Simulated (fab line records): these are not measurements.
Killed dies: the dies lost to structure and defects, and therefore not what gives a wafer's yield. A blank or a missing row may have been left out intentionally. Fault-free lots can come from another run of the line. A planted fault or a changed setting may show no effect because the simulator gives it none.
One fault seen from 2 desks	flow n5-finfet	each desk holds nothing but its own numbers, with what lay behind them at the end

## TOOL OWNER'S DESK, litho-track-05
The tool's own readings at N5_BEOL_M4_COAT_73 (time 60 s, resist thk 5 nm): means of the sampled wafers that have a number, for each lot that ran on this tool. If a lot's mean is further than 4 standard deviations from the usual mean, the lot is out of limits and carries the mark OUT (the distance appears in the brackets).
Columns: A = dispense-pressure-kPa at N5_BEOL_M4_COAT_73, usual 46 kPa; B = resist-line-temp-C at N5_BEOL_M4_COAT_73, usual 23.02 C; C = spin-speed-rpm at N5_BEOL_M4_COAT_73, usual 1500.0 rpm
lot	first seen here	A	B	C
L593	day 7 15:57	41	23.21	1501.2
L595	day 8 04:12	41	22.97	1500.2
L599	day 9 19:11	41	23.03	1455.6 (-40) OUT
L601	day 9 22:26	41	22.91	1456.5 (-40) OUT
L615	day 13 07:17	42	23.07	1499.0
This desk's finding: out of limits on L599, L601; first on L599, day 9 19:11 (spin-speed-rpm at N5_BEOL_M4_COAT_73). Within limits: L593, L595, L615.

## AT THE METROLOGY DESK
What the gauges read, lot by lot, whatever tool the lot ran on: means of the sampled wafers that have a number. If a lot's mean is further than 4 standard deviations from the usual mean, the lot is out of limits and carries the mark OUT (the distance appears in the brackets). Shown here are 7 of its 12 readings, the ones lying furthest out on some lot.
Columns: A = IOFF_N at N5_BEOL_M4_RC_MEAS_101, usual 0.154 nA/um; B = IOFF_P at N5_BEOL_M4_RC_MEAS_101, usual 0.202 nA/um; C = ION_N at N5_BEOL_M4_RC_MEAS_101, usual 671 uA/um; D = ION_P at N5_BEOL_M4_RC_MEAS_101, usual 460 uA/um; E = SS_P at N5_BEOL_M4_RC_MEAS_101, usual 73.4 mV/dec; F = VT_N at N5_BEOL_M4_RC_MEAS_101, usual 250.9 mV; G = VT_P at N5_BEOL_M4_RC_MEAS_101, usual -251.4 mV
lot	first seen here	A	B	C	D	E	F	G
L593	day 7 14:26	0.150	0.179	675	453	73.0	252.5	-252.4
L595	day 8 03:38	0.141	0.161	663	446	73.6	254.6	-256.9
L598	day 9 04:18	0.160	0.210	682	467	73.7	248.3	-248.3
L599	day 9 17:08	0.154	0.189	670	458	73.5	251.4	-252.7
L601	day 9 20:29	0.147	0.191	667	460	73.2	250.9	-250.9
L609	day 11 20:24	0.135	0.192	658	455	73.3	253.5	-254.6
L611	day 12 00:59	0.145	0.243	658	462	73.4	251.9	-247.9
L612	day 12 21:38	0.181	0.229	675	460	73.9	247.0	-248.2
L615	day 13 04:41	0.178	0.208	677	458	73.7	247.2	-251.3
L614	day 13 12:31	0.136	0.202	671	463	72.5	251.7	-249.5
Finding of this desk: none of the 10 lots has anything out of limits.

## BROUGHT TOGETHER
An alarm could have come from the tool owner's desk at day 9 19:11, on L599, L601.
Nothing out of limits was seen by the metrology desk.
The metrology desk has L599, L601 on record, within its limits.
Every lot named ran N5_BEOL_M4_COAT_73 on litho-track-05.

## WHAT THE SIMULATOR PUT IN
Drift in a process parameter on litho-track-05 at N5_BEOL_M4_COAT_73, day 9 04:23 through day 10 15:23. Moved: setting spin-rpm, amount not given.
Shown lots that were struck: L599, L601.
Time in hours from fault onset to the first out-of-limits reading at each desk: the tool owner's desk, 15.
